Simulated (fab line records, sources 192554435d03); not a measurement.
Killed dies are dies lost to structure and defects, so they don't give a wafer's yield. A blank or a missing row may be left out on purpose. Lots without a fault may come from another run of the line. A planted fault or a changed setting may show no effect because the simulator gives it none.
fab line records | flow n5_finfet
record lots=4 wafers=11 last_day=16
route steps=1938 shown MOL_CONTACT_COAG@601 BEOL_M4@1111 PASSIVATION@1936
lots that met no fault: from a run of the same line without faults
start_h: hours from the record's first day to the start of the lot's first wafer shown | wait_h: hours since the lot's step before | " the same as in the row above | L1.1+2: a row that stands for several wafers | - no value, or no start given | * or withheld: withheld | < > ~ a bound
route shown NAME@n: a module of which the file shows steps, and the number in the route of the first | usual: mean/standard deviation of fault-free wafers | same: alike in all rows | chamber/n: place in a boat | sites: the reading at each site | _std_site: their standard deviation | _edge_site: outer sites' mean less inner sites' | radius_mm: how far each site lies from the wafer's centre | mask NAME#n: copy n | behind: the tool/chamber that last shaped the wafer | hold: why the lot was held/for how many hours/how that ended | device: the transistor (n, p or np) that didn't switch | end of line: the same wafers' tests at the end of the route | a step without rows: its recipe alone | killed: dies lost to structure and defects at the first sort, not the wafer's yield | map: a wafer's dies, x killed, . not, _ none there
set.NAME: the setting as run; set.NAME@STEP: as run at that earlier step | model.NAME: the simulator's own value behind a step, which no gauge read
lots at some steps of the route; a table a step, a row a wafer
services: from which hour (start_h, from the record's first day; less than 0 if before it) a tool's chamber was out of use, for how many hours, and why
## steps
# step N5_MOL_CONTACT_COAG_DEVELOP_39
# recipe develop_time_s=30 developer=TMAH resist=CAR-EUV rinse_liquid=surfactant_rinse dry=air_spin dev_temp_c=23
# step N5_MOL_CONTACT_COAG_DESCUM_45
# recipe chemistry=O2 time_s=7 source_power_w=50 bias_power_w=20 pressure_mtorr=20 rf_frequency_hz=2.712e+07 temp_c=40 resist=CAR-EUV o2_flow_sccm=225
# step N5_MOL_CONTACT_COAG_ETCH_65
# recipe chemistry=N2/H2 target=underlayer target_depth_a=130 mask_material=CAR-EUV time_s=10.4 ion_energy_ev=200 pressure_mtorr=30 source_w=840 bias_w=150 n2_flow_sccm=200 h2_flow_sccm=200 ends=cleared
# step N5_MOL_CONTACT_COAG_ETCH_66
# recipe chemistry=CF4 target=SiARC target_depth_a=130 mask_material=CAR-EUV time_s=21.7 ion_energy_ev=80 pressure_mtorr=40 source_w=545 bias_w=36 Ar_flow_sccm=100 cf4_flow_sccm=100 ends=cleared
# step N5_MOL_CONTACT_COAG_ALD_133
# recipe material=SiO2 target_thk_a=50 temp_c=100 ald_precursor_family=BDEAS ald_co_reactant=O2-plasma pulse_time_s=1 co_reactant_pulse_time_s=1 purge_time_s=2 co_reactant_purge_time_s=2 ald_cycles=35 pressure_torr=2
# step N5_MOL_CONTACT_COAG_ETCHBACK_134
# recipe chemistry=CHF3 target=SiO2 target_depth_a=100 time_s=6.7 ion_energy_ev=200 pressure_mtorr=30 source_w=610 bias_w=170 Ar_flow_sccm=200 CHF3_flow_sccm=50
# step N5_MOL_CONTACT_COAG_ETCH_67
# recipe chemistry=N2/H2 target=SOC target_depth_a=600 overetch_a=210 mask_material=SiARC temp_c=40 time_s=101.2 ion_energy_ev=200 pressure_mtorr=30 source_w=840 bias_w=150 n2_flow_sccm=200 h2_flow_sccm=200
# step N5_MOL_CONTACT_COAG_STRIP_68
# recipe chemistry=N2/H2 temp_c=40 n2_flow_sccm=200 h2_flow_sccm=200 rf_frequency_hz=6e+07
# step N5_MOL_CONTACT_COAG_STRIP_69
# recipe chemistry=N2/H2 temp_c=40 n2_flow_sccm=200 h2_flow_sccm=200 rf_frequency_hz=6e+07
# step N5_MOL_CONTACT_COAG_ETCHBACK_136
# recipe chemistry=CHF3 target=SiO2 target_depth_a=250 time_s=16.7 ion_energy_ev=200 pressure_mtorr=30 source_w=610 bias_w=170 Ar_flow_sccm=200 CHF3_flow_sccm=50
# usual drypump_motor_current_A=5.5/0.52 oes_product_au=0.81/0.1 rf_vpp_V=522/14 showerhead_plenum_p_Torr=2.36/0.055 throttle_valve_pct=18.74/0.22
# columns lot.wafer tool chamber start_h wait_h drypump_motor_current_A oes_product_au rf_hours_counter_h rf_vpp_V showerhead_plenum_p_Torr throttle_valve_pct model.SOC_of_MOL_CONTACT_COAG_COAT_62.thk_nm
L411.1 rie_diel-05 1 123.42 0.0 5.1 0.89 13 541 2.42 18.46 57.4
L411.3 " 3 " " 6.1 0.72 178 519 2.37 18.86 57.4
L411.5 " 1 " " 5.1 0.90 - 541 2.42 18.45 57.4
L420.1 rie_diel-05 0 179.51 0.0 5.9 0.88 44 517 2.33 18.79 57.4
L420.3 " 1 " " 5.1 0.86 34 539 2.41 18.51 57.2
L420.6 " 2 " " 4.9 1.00 - 498 2.28 18.87 55.6
L421.3 rie_diel-05 2 183.18 0.0 4.8 0.73 169 498 2.28 18.83 57.4
L421.4 " 1 " " 5.1 1.15 36 540 2.41 18.54 55.8
L427.1 rie_diel-03 1 214.23 0.0 5.9 0.90 26 524 2.31 18.57 56.8
L427.4 " 1 " " 5.9 0.90 - 522 2.31 18.55 57.2
L427.6 " 2 " " 5.8 0.88 - 536 2.42 18.51 57.2
# step N5_MOL_CONTACT_COAG_STRIP_120
# recipe chemistry=CHF3 resist=SiARC rf_frequency_hz=6e+07
# step N5_MOL_CONTACT_COAG_VIA_ETCH_117
# recipe chemistry=C4F6/O2 target_depth_a=400 overetch_a=80 mask_material=SOC target=SiO2 bias_w=455 pressure_mtorr=10 time_s=26 source_w=325 Ar_flow_sccm=300 C4F6_flow_sccm=10 O2_flow_sccm=10 ion_energy_ev=575.3 ends=end_point
# usual drypump_motor_current_A=5.5/0.52 oes_product_au=0.73/0.082 rf_vpp_V=1581/38 showerhead_plenum_p_Torr=2.82/0.067 throttle_valve_pct=41.2/0.42
# columns lot.wafer tool chamber start_h wait_h drypump_motor_current_A oes_product_au rf_hours_counter_h rf_vpp_V showerhead_plenum_p_Torr throttle_valve_pct model.etch.depth_nm model.MOL_CONTACT_COAG.feature_depth_nm
L411.1 rie_diel-05 1 123.45 0.0 5.1 0.81 13 1634 2.88 41.0 40.39 40.4
L411.3 " 3 " " 6.1 0.66 178 1576 2.82 41.0 41.28 41.2
L411.5 " 1 " " 5.1 0.81 - 1636 2.89 41.0 40.32 40.4
L420.1 rie_diel-05 0 179.55 0.0 5.9 0.77 44 1567 2.79 41.1 39.63 39.6
L420.3 " 1 " " 5.1 0.77 34 1633 2.88 41.0 40.26 40.2
L420.6 " 2 " " 4.8 0.52 - 1512 2.72 40.8 25.32 25.4
L421.3 rie_diel-05 2 183.21 0.0 4.8 0.66 169 1513 2.72 41.0 39.82 39.8
L421.4 " 1 " " 5.1 0.61 36 1633 2.87 40.8 26.23 26.2
L427.1 rie_diel-03 1 214.26 0.0 5.9 0.80 26 1581 2.75 40.5 39.63 39.6
L427.4 " 1 " " 5.9 0.80 - 1578 2.75 40.5 39.64 39.6
L427.6 " 2 " " 5.8 0.79 - 1623 2.89 41.9 39.74 39.8
# step N5_MOL_CONTACT_COAG_ETCH_124
# recipe chemistry=CH3F/O2 target=SiNx target_depth_a=65 mask_material=SOC stop_on=SiOC over_etch_frac=0.3 ion_energy_ev=120 pressure_mtorr=30 source_w=395 bias_w=73 Ar_flow_sccm=150 CH3F_flow_sccm=30 O2_flow_sccm=20 ends=end_point
# step N5_MOL_CONTACT_COAG_ETCH_48
# recipe chemistry=C4F6/O2 target_depth_a=150 overetch_a=45 mask_material=SOC target=SiOC bias_w=465 pressure_mtorr=10 time_s=17 source_w=335 Ar_flow_sccm=300 C4F6_flow_sccm=10 O2_flow_sccm=10 ion_energy_ev=576
# usual drypump_motor_current_A=5.5/0.52 oes_product_au=0.69/0.086 rf_vpp_V=1583/38 showerhead_plenum_p_Torr=2.82/0.067 throttle_valve_pct=40.8/0.39
# columns lot.wafer tool chamber start_h wait_h drypump_motor_current_A oes_product_au rf_hours_counter_h rf_vpp_V showerhead_plenum_p_Torr throttle_valve_pct model.SOC_of_MOL_CONTACT_COAG_COAT_62.thk_nm
L411.1 rie_diel-05 1 123.52 0.0 5.1 0.71 13 1636 2.88 40.5 46
L411.3 " 3 " " 6.1 0.62 178 1580 2.82 40.5 46.4
L411.5 " 1 " " 5.1 0.69 - 1636 2.88 40.5 46
L420.1 rie_diel-05 0 179.62 0.0 5.9 0.77 44 1570 2.79 40.7 45.6
L420.3 " 1 " " 5.1 0.74 34 1636 2.88 40.6 46
L420.6 " 2 " " 4.9 0.60 - 1515 2.72 40.5 44.2
L421.3 rie_diel-05 2 183.28 0.0 4.8 0.60 169 1516 2.72 40.5 45.8
L421.4 " 1 " " 5.1 0.75 36 1635 2.87 40.6 44.4
L427.1 rie_diel-03 1 214.33 0.0 5.9 0.76 26 1582 2.75 40.1 45
L427.4 " 1 " " 5.9 0.82 - 1584 2.75 40.1 45.2
L427.6 " 2 " " 5.8 0.79 - 1623 2.89 41.4 45.2
# step N5_MOL_CONTACT_COAG_STRIP_72
# recipe chemistry=N2/H2 power_w=450 temp_c=40 pressure_mtorr=20 rf_frequency_hz=6e+07 overash_fraction=3 bias_power_w=7 h2_frac=0.5 n2_flow_sccm=200 h2_flow_sccm=200
# step N5_BEOL_M4_RC_MEAS_101
# usual DIBL_N=36.9/2.1 DIBL_P=37.1/2.5 IOFF_N=0.17/0.039 IOFF_P=0.23/0.043 ION_N=673/15 ION_P=462/9.1 SS_N=71.8/0.69 SS_P=73.6/0.74 VT_N=250/3.6 VT_P=-249.7/2.9
# columns lot.wafer tool chamber start_h wait_h DIBL_N[mV/V] DIBL_P[mV/V] IOFF_N[nA/um] IOFF_P[nA/um] ION_N[uA/um] ION_P[uA/um] SS_N[mV/dec] SS_P[mV/dec] VT_N[mV] VT_P[mV]
L411.1 prober-01 0 180.64 0.0 37.8 38.7 0.20 0.24 678 455 71.4 73.9 246 -248.7
L411.3 " 0 " " 36.0 36.0 0.15 0.20 658 450 71.2 73.1 248 -253.2
L411.5 " 0 " " 37.2 36.7 0.18 0.21 678 458 71.3 73.7 249 -250.8
L420.1 prober-02 0 242.29 0.0 34.7 36.9 0.15 0.22 672 462 71.4 73.3 252 -248.3
L420.3 " 0 " " 36.3 38.0 0.17 0.25 668 461 72.2 73.6 253 -250.1
L420.6 " 0 " " 32.3 33.3 0.12 0.17 649 450 72.0 71.9 255 -253.8
L421.3 prober-01 0 251.16 0.3 38.0 38.7 0.16 0.25 665 465 72.0 74.2 252 -249.0
L421.4 " 0 " " 36.7 35.0 0.14 0.18 677 461 71.5 72.9 252 -251.7
L427.1 prober-01 0 283.97 0.0 37.0 35.9 0.18 0.20 680 461 72.4 73.5 249 -250.5
L427.4 " 0 " " 37.0 38.2 0.19 0.25 680 463 71.8 74.2 246 -246.9
L427.6 " 0 " " 39.0 40.5 0.22 0.28 679 463 72.7 74.5 246 -246.6
# step N5_PASSIVATION_PROBE_49
# usual defect_limited_yield=91.3/1.4 killed_at_M0_to_M3=32/9.5 killed_at_M4_up=14/5.2 killed_at_contacts=13/5.7 killed_at_front_end=41/12 killed_at_other=3.5/2.6 killed_dies=103/17 killed_open=68/14 killed_short=32/7 sort_bin_5_function=5.0/0.91 sort_bin_6_memory=3.3/0.7 sort_n_pass=1076/17 sort_yield_pct=91.2/1.4
# same gross_dies=1180 killed_at_back_side=0 sort_bin_4_leakage[%]=0 sort_bin_8_speed[%]=0
# columns lot.wafer tool chamber start_h wait_h defect_limited_yield[%] killed_at_M0_to_M3 killed_at_M4_up killed_at_contacts killed_at_front_end killed_at_other killed_dies killed_open killed_short sort_bin_5_function[%] sort_bin_6_memory[%] sort_n_pass sort_yield_pct[%]
L411.1 prober-02 - 279.24 0.0 92.4 38 13 7 30 2 90 54 34 4.3 2.8 1090 92.4
L411.3 prober-02 - 279.34 0.1 91.4 29 12 8 51 2 102 61 41 4.2 3.7 1078 91.4
L411.5 prober-02 - 279.44 0.2 88.4 45 20 4 66 2 137 94 39 6.2 4.7 1043 88.4
L421.3 prober-01 - 355.61 0.1 91.7 34 9 10 40 5 98 67 30 5.4 2.7 1082 91.7
L421.4 prober-01 - 355.66 0.2 90.3 43 13 9 47 2 114 70 42 6.0 3.5 1066 90.3
# killed by level:class
L411.1 BEOL_M0_SAQP:geometric_particle:short=11 BEOL_M2:geometric_particle:open=9 BEOL_M3:geometric_particle:open=8 MOL_CONTACT_COAG:geometric_particle:open=7 FIN_SAQP:geometric_particle:open=6 FIN_SAQP:geometric_particle:short=5 STI_FIN_REVEAL:geometric_particle:open=3 ILD0:geometric_particle:short=3
L411.3 FIN_SAQP:geometric_particle:open=15 GATE_CUT:geometric_particle:short=11 BEOL_M0_SAQP:geometric_particle:open=8 BEOL_M0_SAQP:geometric_particle:short=8 BEOL_M3:geometric_particle:open=8 MOL_CONTACT_COAG:geometric_particle:open=7 BEOL_M4:geometric_particle:open=6 FIN_CUT:geometric_particle:short=4
L411.5 FIN_SAQP:geometric_particle:open=17 STI_FIN_REVEAL:geometric_particle:open=12 BEOL_M0_SAQP:geometric_particle:open=12 BEOL_M3:geometric_particle:open=10 DUMMY_GATE:geometric_particle:open=9 FIN_SAQP:geometric_particle:short=8 GATE_CUT:geometric_particle:short=7 BEOL_M0_SAQP:geometric_particle:short=7
L421.3 STI_FIN_REVEAL:geometric_particle:open=12 MOL_CONTACT_COAG:geometric_particle:open=9 FIN_SAQP:geometric_particle:open=8 BEOL_M2:geometric_particle:open=8 FIN_SAQP:geometric_particle:short=7 BEOL_M3:geometric_particle:open=6 BEOL_M1:geometric_particle:open=6 BEOL_M0_SAQP:geometric_particle:short=4
L421.4 FIN_SAQP:geometric_particle:open=12 BEOL_M1:geometric_particle:open=11 BEOL_M2:geometric_particle:open=10 FIN_SAQP:geometric_particle:short=8 BEOL_M3:geometric_particle:open=6 ILD0:geometric_particle:short=5 MOL_CONTACT_COAG:geometric_particle:open=5 BEOL_M0_SAQP:geometric_particle:short=5
## services
# columns tool chamber start_h hours kind
rie_diel-03 1 130.75 - clean
rie_diel-03 1 130.75 - consumable_replace:focus_ring
rie_diel-03 1 130.75 17.5 scheduled_down
rie_diel-03 1 130.75 17.5 vent_cycle
rie_diel-03 0 149.30 - clean
rie_diel-03 0 149.30 - consumable_replace:focus_ring
rie_diel-03 0 149.30 25.7 scheduled_down
rie_diel-03 0 149.30 25.7 vent_cycle
rie_diel-03 - 158.24 0.4 repair
rie_diel-03 3 168.79 4.2 repair
rie_diel-03 3 205.74 - clean
rie_diel-03 3 205.74 - consumable_replace:focus_ring
rie_diel-03 3 205.74 18.8 scheduled_down
rie_diel-03 3 205.74 18.8 vent_cycle
## key
first_sign step=N5_MOL_CONTACT_COAG_ETCHBACK_136 reading=oes_product_au direction=up sigmas=2.6 usual=0.81 struck=1.08
effect none on later readings
model_effect step=N5_MOL_CONTACT_COAG_ETCHBACK_136 value=SOC_of_MOL_CONTACT_COAG_COAT_62.thk_nm without=57.2 struck=55.7
model_effect step=N5_MOL_CONTACT_COAG_VIA_ETCH_117 value=etch.depth_nm without=40.16 struck=25.78
model_effect step=N5_MOL_CONTACT_COAG_ETCH_48 value=SOC_of_MOL_CONTACT_COAG_COAT_62.thk_nm without=45.9 struck=44.3
met_at N5_MOL_CONTACT_COAG_ETCHBACK_136
struck_wafers L420.6,L421.4
onset_between 123.42 179.51
fault kind=process_parameter_drift tool=rie_diel-05 chamber=- onset_h=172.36 steps=N5_MOL_CONTACT_COAG_ETCHBACK_136 channel=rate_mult offset=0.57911 shape=step end_h=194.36 scope=struck_wafers_only
